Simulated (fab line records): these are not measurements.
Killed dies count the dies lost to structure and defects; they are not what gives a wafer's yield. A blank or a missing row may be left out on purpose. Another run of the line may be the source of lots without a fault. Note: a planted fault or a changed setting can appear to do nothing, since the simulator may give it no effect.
The tool behind it: which one? | flow n5Finfet | 10 lots, 29 wafers sampled, at 4 steps of a route of 1938

## WHAT THE GAUGES READ, wafer by wafer
N5_DUMMY_REMOVAL_INSPECT_06: inspects for defects (brightfield).
lot  | measured    | on               | rawDefectCount
L573 | day 3 22:09 | defectInspect-02 | 20 21 11
L574 | day 4 10:05 | defectInspect-02 | 12 7 8
L577 | day 4 21:22 | defectInspect-01 | 14 17 18
L578 | day 5 04:51 | defectInspect-02 | 5 10 11
L581 | day 5 21:36 | defectInspect-01 | 16 16 21
L584 | day 6 16:35 | defectInspect-02 | 21 8 17
L587 | day 7 09:17 | defectInspect-02 | 7 9 15
L588 | day 7 18:20 | defectInspect-02 | 13 13
L591 | day 8 09:08 | defectInspect-02 | 16 13 622
L595 | day 9 14:02 | defectInspect-02 | 9 13 12

## WHAT TOOL EACH LOT RAN ON (gives the tool, then ch and the chambers of the sampled wafers, and finally the start)
lot  | N5_SDB_HM_OPEN_20                | N5_SDB_CUT_ETCH_26             | N5_DUMMY_REMOVAL_STRIP_10
L573 | rieDiel-05 ch 1,2,3, day 3 18:07 | rieSi-01 ch 0,1,3, day 3 18:41 | rieDiel-03 ch 0,1, day 3 21:59
L574 | rieDiel-05 ch 0,1,3, day 4 06:14 | rieSi-01 ch 0,2,3, day 4 06:37 | rieDiel-03 ch 2,3, day 4 09:55
L577 | rieDiel-01 ch 1,2,3, day 4 17:31 | rieSi-06 ch 1,3, day 4 17:54   | rieDiel-02 ch 0,1, day 4 21:12
L578 | rieDiel-01 ch 0,3, day 5 00:29   | rieSi-06 ch 1,3, day 5 00:52   | rieDiel-03 ch 1,2,3, day 5 04:41
L581 | rieDiel-05 ch 0,1,2, day 5 17:32 | rieSi-02 ch 0,1,2, day 5 17:55 | rieDiel-02 ch 1,2, day 5 21:24
L584 | rieDiel-04 ch 0,1,3, day 6 12:44 | rieSi-01 ch 0,2,3, day 6 13:07 | rieDiel-03 ch 1,2,3, day 6 16:26
L587 | rieDiel-04 ch 0,1,3, day 7 05:19 | rieSi-01 ch 0,3, day 7 05:50   | rieDiel-06 ch 0,3, day 7 09:08
L588 | rieDiel-01 ch 2, day 7 13:59     | rieSi-01 ch 0,1, day 7 14:52   | rieDiel-06 ch 1,2, day 7 18:10
L591 | rieDiel-04 ch 0,1, day 8 05:02   | rieSi-01 ch 1,3, day 8 05:26   | rieDiel-03 ch 0,1,3, day 8 08:58
L595 | rieDiel-01 ch 0,1,2, day 9 09:43 | rieSi-06 ch 0,1,2, day 9 10:30 | rieDiel-06 ch 0,1,2, day 9 13:52
- N5_SDB_HM_OPEN_20: chemistry CH3F/O2, target SiNx, stops on poly-Si, target depth 24 nm.
- N5_SDB_CUT_ETCH_26: etches Si in HBr/Cl2/O2, target depth 129.6 nm, bt time 20 s, time 51.8 s.
- N5_DUMMY_REMOVAL_STRIP_10: strips in N2/H2, time 40 s.

## THE ANSWER, worked out from the rows above alone
Rule: usual is defined by the lots themselves. Put in order of their means at a reading, lots are off if they are a third of the lots or fewer, leave a main group of 4 or more, and stand apart from it by a gap of 3 or more times the standard deviation of the main group's means; of several such gaps the widest counts. A main group whose means are all the same, to the digits that the tables above print for the reading, isn't used. A lot without any number at a reading at which 4 lots or more have one is off too. Where the step has rows for the other lots, those lots are counted as sound.
Off: L591, at N5_DUMMY_REMOVAL_INSPECT_06 (rawDefectCount). The main group has a mean of 13 with a standard deviation of 3.4.
A tool fits if, at a process step before that reading, it ran every lot that is off, and no sound lot after the first of them. The gauges at N5_DUMMY_REMOVAL_INSPECT_06 are tried like those tools. Can't be told from this: 3 tools fit, rieDiel-04 at N5_SDB_HM_OPEN_20, rieSi-01 at N5_SDB_CUT_ETCH_26, rieDiel-03 at N5_DUMMY_REMOVAL_STRIP_10.

## WHAT THE SIMULATOR HAD INSERTED
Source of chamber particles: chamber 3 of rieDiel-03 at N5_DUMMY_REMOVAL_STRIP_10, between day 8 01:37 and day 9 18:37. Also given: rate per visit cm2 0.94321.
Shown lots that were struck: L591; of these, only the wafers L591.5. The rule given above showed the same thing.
